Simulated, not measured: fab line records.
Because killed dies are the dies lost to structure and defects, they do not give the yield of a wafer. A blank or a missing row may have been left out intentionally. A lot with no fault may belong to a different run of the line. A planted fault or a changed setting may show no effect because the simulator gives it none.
Matching of chambers | flow n5 finfet | ald sin-02 running N5_BEOL_M3_ALD_98: 4 sister chambers
The step deposits SiO2, target thk 2.5 nm, pulse time 1 s, co reactant pulse time 1 s. 8 wafers are shown with their chamber, then 11 later ones without.

WAFERS, EACH WITH ITS CHAMBER
wafer  | chamber | heater power w (W) | chamber pressure Torr (Torr)
L077.3 | 0       | 90                 | 1.999
L082.3 | 3       | 75                 | 2.003
L084.4 | 3       | 73                 | 1.995
L084.6 | 1       | 79                 | 2.005
L089.3 | 2       | 78                 | 2.008
L089.4 | 2       | 77                 | 2.009
L089.5 | 1       | 78                 | 2.000
L093.1 | 0       | 90                 | 1.996

WAFERS WHOSE CHAMBER IS MISSING
wafer  | heater power w (W) | chamber pressure Torr (Torr)
L093.3 | 75                 | 2.004
L093.4 | 76                 | 1.994
L094.1 | 80                 | 2.003
L094.3 | 90                 | 1.997
L094.4 | 76                 | 2.002
L095.2 | 80                 | 2.003
L095.3 | 75                 | 1.996
L095.4 | 91                 | 2.002
L097.2 | 81                 | 2.003
L097.4 | 76                 | 1.996
L097.5 | 77                 | 1.999

WHICH CHAMBER EACH WENT THROUGH
wafer  | from the rows above          | in truth
L093.3 | can't be placed: 3 or 2      | 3
L093.4 | can't be placed: 3 or 1 or 2 | 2
L094.1 | can't be placed: 1 or 2      | 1
L094.3 | 0                            | 0
L094.4 | can't be placed: 3 or 2 or 1 | 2
L095.2 | can't be placed: 1 or 2      | 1
L095.3 | 3                            | 3
L095.4 | 0                            | 0
L097.2 | can't be placed: 1 or 2      | 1
L097.4 | can't be placed: 3 or 1 or 2 | 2
L097.5 | can't be placed: 1 or 2 or 3 | 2
Correct placement for 3 of the 11. Unplaceable from these rows: 8, with the true chamber sitting among the candidates in 8. 0 placed wrongly.
How it was worked out, from the rows above alone: a wafer's distance from a chamber is the root of the sum, over the readings, of the square of ((its reading less the chamber's mean) divided by the reading's scatter). The wafer belongs to the nearest chamber; if the next one is less than 2 further off, it can't be placed. The mean given for a chamber averages the wafers shown for that chamber. How the scatter is found: for the shown wafers, subtract from each reading the mean of its chamber, square and add these, divide the total by (wafers less chambers), then take the root.
